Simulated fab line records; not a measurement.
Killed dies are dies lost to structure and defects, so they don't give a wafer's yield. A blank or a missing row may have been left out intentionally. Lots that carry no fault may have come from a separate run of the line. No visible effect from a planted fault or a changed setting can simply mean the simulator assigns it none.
Comparing a struck lot with a sound one | flow n5 finfet | 41 steps out of a route of 1938
Sound: the wafers L724.2, L724.3, L724.4. Wafers struck: L722.3, L722.5, L722.6. The cause is named last.
At each step with rows: each side's tool, then ch and its chambers, then its first start. Under that, the readings that differ: sound wafers | struck wafers | difference of the means | sigmas: that difference in standard deviations of wafers without a fault.
alike: readings whose means differ by less than 2 such deviations, and words and numbers that are the same on both sides. not compared: withheld readings, readings that some wafer has no value for, bounds like >300 that may hide the same value, and numbers for which the record gives no deviation and whose values overlap.
The two part at a step that has a row with sigmas, a row that says differs or no value, or rows on one side only. When numbers do not overlap yet have no deviation, they are printed without sigmas and do not part them. Lack of a reading on every wafer of one side parts them only where that side has two or more wafers.

first, 9 steps without rows for these wafers: N5_PMOS_HMC_CHANNEL_EPI_SRD_25 (time 30 s); N5_PMOS_HMC_CHANNEL_EPI_EPI_26 (deposits Si from SiH4/H2, target thk 3.8 nm, time 22.7 s); N5_FIN_SAQP_PRECLEAN_42 (cleans in O3/DIW, time 60 s); N5_FIN_SAQP_PRECLEAN_00 (cleans in SC1, time 60 s); N5_FIN_SAQP_PRECLEAN_44 (cleans in SC2, time 45 s); N5_FIN_SAQP_SRD_01 (time 30 s); N5_FIN_SAQP_ALD_61 (deposits SiO2, target thk 4 nm, pulse time 1 s, purge time 2 s); N5_FIN_SAQP_DENSIFY_62 (time 60 s); N5_FIN_SAQP_HM_DEP_03 (deposits SiNx from SiH4/NH3/N2, target thk 38 nm, time 33.6 s).
N5_FIN_SAQP_PECVD_47: deposits a-Si from SiH4/He, target thk 45 nm, time 36.3 s.
  sound on pecvd-01 ch 0,1,2, day 6 15:10; struck on pecvd-01 ch 1,2, day 6 02:50
  no value came back on the struck wafers for any of 6 readings (chamber pressure Torr (Torr), heater power outer w (W) and others); on the sound wafers chamber pressure Torr (Torr) reads 3.001 2.997 3.004
then, 25 steps without rows for these wafers: N5_FIN_SAQP_PECVD_48 (deposits SiNx from SiH4/NH3/N2, target thk 25 nm, time 22.1 s); N5_FIN_SAQP_PECVD_06 (deposits a-Si from SiH4/He, target thk 60 nm, time 48.1 s); N5_FIN_SAQP_HM_DEP_72 (deposits SiO2 from SiH4/N2O, target thk 12 nm, time 7.2 s); N5_FIN_SAQP_COAT_49 (time 60 s, resist thk 100 nm); N5_FIN_SAQP_COAT_50 (time 60 s, resist thk 35 nm); N5_FIN_SAQP_COAT_10 (resist thk 90 nm); N5_FIN_SAQP_EBR_12; N5_FIN_SAQP_SOFTBAKE_11 (time 60 s); N5_FIN_SAQP_EXPOSE_13 (exposes mask FIN CORE, target cd 35.6 nm); N5_FIN_SAQP_PEB_14 (peb time 60 s); N5_FIN_SAQP_DEVELOP_15 (develop time 30 s); N5_FIN_SAQP_DESCUM_21 (chemistry O2, time 7.9 s); N5_FIN_SAQP_ETCH_51 (etches SiARC in CF4, target depth 45.5 nm, time 75.8 s); N5_FIN_SAQP_ETCH_52 (etches SOC in N2/H2, target depth 100 nm, overetch 20 nm, time 150 s); N5_FIN_SAQP_STRIP_53 (strips in N2/H2); N5_FIN_SAQP_HM_OPEN_73 (chemistry CHF3/O2, target SiO2, stops on a-Si, target depth 12 nm, time 16.8 s); N5_FIN_SAQP_STRIP_74 (strips in CHF3/O2); N5_FIN_SAQP_MANDREL_ETCH_22 (etches a-Si in HBr/Cl2, stops on SiNx, target depth 60 nm, bt time 10 s, time 30 s); N5_FIN_SAQP_STRIP_55 (strips in N2/H2); N5_FIN_SAQP_STRIP_23 (strips in SPM, time 750 s); N5_FIN_SAQP_SRD_66 (time 30 s); N5_FIN_SAQP_RECESS_75 (chemistry HF/NH3, target SiO2, target depth 14.4 nm, afs cycles 3, sublimation time 60 s); N5_FIN_SAQP_SPACER1_ALD_24 (deposits SiO2, target thk 20.3 nm, pulse time 1 s, purge time 2 s); N5_FIN_SAQP_SPACER1_ETCHBACK_25 (etches SiO2 in CHF3/O2, target depth 24.4 nm, time 12.2 s); N5_FIN_SAQP_MANDREL1_REMOVE_56 (chemistry HBr/Cl2/O2, target a-Si, stops on SiNx, bt time 10 s).
N5_FIN_SAQP_MANDREL_ETCH_58: etches a-Si in HBr/Cl2, stops on SiNx, target depth 45 nm, bt time 10 s, time 27 s.
  sound on rie si-04 ch 1,2,3, day 6 18:15; struck on rie si-02 ch 0,1,2, day 6 06:32
  reading                  | sound             | struck            | difference | sigmas
  oes product au (a.u.)    | 0.691 0.676 0.712 | 0.319 0.319 0.325 | -0.372     | -31
  model.etch.depth nm (nm) | 44.54 44.32 44.26 | 0 0 0             | -44        |
  alike: bias w, drypump motor current A, mfc cl2 sccm, throttle valve pct
  not compared: rf hours counter h
N5_FIN_SAQP_MANDREL2_REMOVE_60: chemistry HBr/Cl2/O2, target a-Si, stops on SiNx, bt time 10 s.
  sound on rie si-02 ch 0,1,3, day 6 19:30; struck on rie si-02 ch 2,3, day 6 07:52
  reading                   | sound | struck         | difference | sigmas
  model.FIN_SAQP.cd nm (nm) | 8 8 8 | 20.6 20.2 20.6 | +12.5      |
  alike: bias w, drypump motor current A, mfc cl2 sccm, oes_o_777_au, oes product au, throttle valve pct
  not compared: rf hours counter h
N5_FIN_SAQP_CD_MEAS_31: the cd target is 8 nm.
  sound on cd sem-02 ch 0, day 6 19:37; struck on cd sem-01 ch 0, day 6 07:59
  reading    | sound          | struck | difference                    | sigmas
  cd nm (nm) | 8.20 7.94 8.13 | - - -  | no value on the struck wafers |
N5_FIN_SAQP_ETCH_34: etches SiO2 in C4F6/O2, target depth 45 nm, time 15 s.
  sound on rie diel-05 ch 0,1,3, day 6 19:44; struck on rie diel-04 ch 0,1,2, day 6 08:06
  reading                   | sound       | struck         | difference | sigmas
  model.FIN_SAQP.cd nm (nm) | 8.4 8.2 8.2 | 20.6 20.2 20.6 | +12.2      |
  alike: bias w, drypump motor current A, etch rf on time s, oes_o_777_au, oes product au, rf vpp V, showerhead plenum p Torr, throttle valve pct
  not compared: rf hours counter h
N5_BEOL_M4_RC_MEAS_101:
  the record has rows for the sound wafers here (prober-01 ch 0, day 15 12:49) and none for the struck ones
-- here the record skips 13 days between the struck wafers' starts before and after, leaving off in module BEOL_M4 and picking up in module PASSIVATION (first step shown: number 1936 of the route) --
N5_PASSIVATION_PROBE_49:
  struck on prober-01, day 19 04:13; sound on prober-01, day 19 18:56
  reading                  | sound          | struck         | difference | sigmas
  defect limited yield (%) | 89.4 91.2 89.2 | 0 0 0          | -90        | -64
  killed_at_M0_to_M3       | 45 48 42       | 2 9 6          | -39        | -4
  killed_at_M4_up          | 17 7 18        | 4 3 0          | -12        | -2
  killed at front end      | 39 34 52       | 1171 1165 1171 | +1127      | +99 or more
  killed dies              | 125 104 127    | 1180 1180 1180 | +1061      | +62
  killed on rim            | 18 17 14       | 152 152 152    | +136       | +35
  killed open              | 77 59 88       | 8 20 15        | -60        | -5
  killed short             | 48 45 37       | 8 4 7          | -37        | -5
  sort_bin_5_function (%)  | 6.5 5.3 7.0    | 71.4 72.7 72.4 | +65.9      | +66
  sort n pass              | 1055 1076 1053 | 0 0 0          | -1061      | -56
  sort yield pct (%)       | 89.4 91.2 89.2 | 0 0 0          | -90        | -56
  alike: killed at contacts, killed at other, sort_bin_6_memory, sort_bin_8_speed

== WHERE THEY PART ==
Last at N5_PASSIVATION_PROBE_49 as far as this record goes, first at N5_FIN_SAQP_PECVD_47.

WHY: whatever the simulator had introduced
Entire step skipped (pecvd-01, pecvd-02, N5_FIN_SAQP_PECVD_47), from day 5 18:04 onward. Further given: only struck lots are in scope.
